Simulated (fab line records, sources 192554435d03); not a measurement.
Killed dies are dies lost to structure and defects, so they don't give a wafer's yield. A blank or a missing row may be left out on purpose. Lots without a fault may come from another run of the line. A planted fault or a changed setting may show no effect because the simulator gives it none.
Problem report in the 8D (eight disciplines) form, filled by code | flow n5_finfet | the parts of the form that need people (team, actions taken, sign-off) are left out

1. THE PROBLEM
run_length_s at N5_MOL_CONTACT_COAG_CVD_140 reads a mean of 138.8 s on 4 wafers of 3 lots; wafers without a fault read 286.1 s with a standard deviation of 0.53. That is -99 or more standard deviations from the usual mean.
The step: deposits W, target thk 66.5 nm, time 215 s.
First seen on wafer L953.4, day 8 19:27, on cvd_w-01. The record holds 42 wafers of 15 lots with a number at this step. Rule for "out", or "out of limits": more than 4 standard deviations from the usual mean. The other wafers with a number count as sound.

2. WHAT IT IS AND WHAT IT IS NOT
question                    | is                             | is not
which readings at this step | run_length_s                   | heater_power_w
which lots                  | L953, L954, L956               | L939, L940, L941, L942, L943, L944, L945, L946, L947, L949, L957, L962
which wafers of those lots  | L953.4, L953.5, L954.4, L956.4 | L954.1, L956.1
read on which tools         | cvd_w-01                       | cvd_w-02
when                        | from day 8 19:27               | up to then (30 sound wafers); but 8 sound wafers of L954, L956, L957, L962 came after

3. SUSPECTS, AND WHAT RULES EACH OUT
Counting: a tool at a process step up to the reading stays a suspect if it ran every lot that is out. Sound lots after the first of them don't rule it out here, since some wafers of a struck lot are sound.
- cvd_w-01 at N5_MOL_CONTACT_COAG_CVD_140 (deposits W, target thk 66.5 nm, time 215 s): kept. It ran every lot that is out, first L953 (day 8 19:27); its last sound lot up to then is L949 (day 7 22:26). Its own readings are out on those wafers: run_length_s.
Left after counting: cvd_w-01 at N5_MOL_CONTACT_COAG_CVD_140.

4. THE CAUSE (what the simulator had put in)
Process parameter drift: cvd_w-01, from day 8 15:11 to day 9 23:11, at N5_MOL_CONTACT_COAG_CVD_140. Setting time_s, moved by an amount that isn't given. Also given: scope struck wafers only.
Counting left only this tool.

5. THE CHAIN OF EFFECTS, in route order
Each row: a reading whose mean over the struck wafers that have a number lies more than 3 standard deviations from the usual. Only readings for which the record gives a usual standard deviation are gone through. hours: the time from each lot's start at the first step in this table that gives one to its start at this step, as a median over the lots. sigmas: the change in usual standard deviations.
hours | step                        | reading      | usual   | on struck wafers | change | sigmas
0     | N5_MOL_CONTACT_COAG_CVD_140 | run_length_s | 286.1 s | 138.8            | -147.3 | -99 or more
The process steps in it:
- N5_MOL_CONTACT_COAG_CVD_140: deposits W, target thk 66.5 nm, time 215 s.
Later measuring or inspecting steps at which every struck wafer that the step has a row for has a number for every such reading, and none has moved that far: N5_BEOL_M4_RC_MEAS_101.

6. WHAT WOULD HAVE CAUGHT IT SOONER
In this record the first reading out of limits was taken at day 8 19:27, 4 hours after the fault began at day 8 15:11.
